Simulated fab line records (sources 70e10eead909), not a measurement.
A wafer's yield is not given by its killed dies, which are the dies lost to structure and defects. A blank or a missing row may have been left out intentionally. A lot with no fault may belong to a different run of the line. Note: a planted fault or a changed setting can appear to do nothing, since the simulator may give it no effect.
Struck lot and sound lot, side by side / flow nandHarc / 23 steps out of a route of 1302
Sound: the wafers L961.4, L961.5, L961.6. Struck: wafers L970.2, L970.4, L970.5. At the end, the cause is stated.
At each step with rows: each side's tool, then ch and its chambers, then its first start. Under that, the readings that differ: sound wafers / struck wafers / difference of the means / sigmas: that difference in standard deviations of wafers without a fault.
alike: a reading whose means differ by less than 2 such deviations, as well as words and numbers matching on both sides. not compared: withheld readings; readings where some wafer has no value; bounds like >300 that might hide an equal value; numbers whose values overlap and for which the record gives no deviation.
The two part at a step that has a row with sigmas, a row that says differs or no value, or rows on one side only. Numbers that have no deviation but don't overlap get no sigmas and don't part them. A reading missing from all wafers of one side parts the sides only when that side holds two or more wafers.

first, 1 step without rows for these wafers: NHARC_A_CHANNEL_HOLE_D1_ETCH_16 (etches the open film in O2/COS, target depth 3100 nm, time 806 s).
NHARC_A_CHANNEL_HOLE_D1_CD_MEAS_18:
  struck on cdSem-01, day 15 05:24; sound on cdSem-01, day 11 13:24
  alike: cdNm
then, 1 step without rows for these wafers: NHARC_A_CHANNEL_HOLE_D1_ETCH_19 (etches the open film in C4F8/O2/Ar, time 34.5 s).
NHARC_A_CHANNEL_HOLE_D1_ETCH_20: etches the open film in C4F8/O2/Ar, time 361.9 s, target depth 1600 nm.
  sound on harEtch-01 ch 0,1, day 11 13:44; struck on harEtch-01 ch 0,1, day 15 05:35
  alike: c4f8FlowSccm, drypumpMotorCurrentA, showerheadPlenumPTorr, throttleValvePct
  not compared: rfHoursCounterH
then, 1 step without rows for these wafers: NHARC_A_CHANNEL_HOLE_D1_ETCH_21 (etches the open film in C4F8/O2/Ar, time 514.3 s, target depth 1600 nm).
NHARC_A_CHANNEL_HOLE_D1_ETCH_22: etches the open film in C4F8/O2/Ar, time 666.7 s, target depth 1600 nm.
  sound on harEtch-01 ch 0,1, day 11 14:37; struck on harEtch-01 ch 0,1, day 15 06:20
  alike: c4f8FlowSccm, drypumpMotorCurrentA, showerheadPlenumPTorr, throttleValvePct
  not compared: rfHoursCounterH
NHARC_A_CHANNEL_HOLE_D1_ETCH_23: etches the open film in C4F8/O2/Ar, time 819 s, target depth 1600 nm.
  sound on harEtch-01 ch 0,1, day 11 15:16; struck on harEtch-01 ch 0,1, day 15 06:54
  alike: c4f8FlowSccm, drypumpMotorCurrentA, showerheadPlenumPTorr, throttleValvePct
  not compared: rfHoursCounterH
then, 1 step without rows for these wafers: NHARC_A_CHANNEL_HOLE_D1_ETCH_24 (etches the open film in C4F8/O2/Ar, time 906.2 s, target depth 1500 nm).
NHARC_A_CHANNEL_HOLE_D1_ETCH_25: etches the open film in C4F8/O2/Ar, time 1040.2 s, target depth 1500 nm.
  sound on harEtch-01 ch 0,1, day 11 16:49; struck on harEtch-01 ch 0,1, day 15 08:23
  alike: c4f8FlowSccm, drypumpMotorCurrentA, showerheadPlenumPTorr, throttleValvePct
  not compared: rfHoursCounterH
NHARC_A_CHANNEL_HOLE_D1_ETCH_26: etches the open film in C4F8/O2/Ar, time 224.1 s, target depth 300 nm.
  sound on harEtch-01 ch 0,1, day 11 17:22; struck on harEtch-01 ch 0,1, day 15 09:15
  alike: c4f8FlowSccm, drypumpMotorCurrentA, showerheadPlenumPTorr, throttleValvePct
  not compared: rfHoursCounterH
then, 2 steps without rows for these wafers: NHARC_A_CHANNEL_HOLE_D1_ETCH_33 (etches the open film in C4F8/O2/Ar, time 90 s, target depth 400 nm); NHARC_A_CHANNEL_HOLE_D1_STRIP_41 (strips in N2/H2).
NHARC_A_CHANNEL_HOLE_D1_STRIP_42: strips in CF4/CHF3.
  sound on rieDiel-08 ch 1,2, day 11 18:05; struck on rieDiel-08 ch 0,2, day 15 10:06
then, 5 steps without rows for these wafers: NHARC_A_CHANNEL_HOLE_D1_STRIP_43 (strips in O2/COS); NHARC_A_CHANNEL_HOLE_D1_ETCH_44 (etches the open film in CF4/O2, target depth 140 nm, overetch 14 nm, time 77 s); NHARC_A_CHANNEL_HOLE_D1_STRIP_27 (strips in O2); NHARC_A_CHANNEL_HOLE_D1_PRECLEAN_28 (cleans in SC1); NHARC_A_CHANNEL_HOLE_D1_SRD_29.
NHARC_A_CHANNEL_HOLE_D1_CD_MEAS_30:
  struck on cdSem-03, day 15 12:05; sound on cdSem-02, day 11 19:01
  alike: cdNm
following that, these wafers have no rows for 1 step: NHARC_A_CHANNEL_HOLE_D1_XSEM_31.
NHARC_A_CHANNEL_HOLE_D1_INSPECT_40:
  struck on defectInspect-01, day 15 12:17; sound on defectInspect-01, day 11 19:11
reading=rawDefectCount; sound=42 31 72; struck=1208 1210 1202; difference=+1158; sigmas=+37
then, 1 step without rows for these wafers: NHARC_A_CHANNEL_FILL_D1_PRECLEAN_00 (cleans in SC1).
-- break in the record here, with 15 days between the starts of the struck wafers on either side (left off in module A_CHANNEL_FILL_D1, picked up again in module END, where the first step shown is number 1302 on the route) --
NHARC_END_SORT_01:
  here the record holds rows for the struck wafers (prober-02 ch 0, day 30 18:37) but none for the sound ones

WHERE THEY PART
Last at NHARC_END_SORT_01 as far as this record goes, first at NHARC_A_CHANNEL_HOLE_D1_INSPECT_40.

WHY: the cause the simulator had injected
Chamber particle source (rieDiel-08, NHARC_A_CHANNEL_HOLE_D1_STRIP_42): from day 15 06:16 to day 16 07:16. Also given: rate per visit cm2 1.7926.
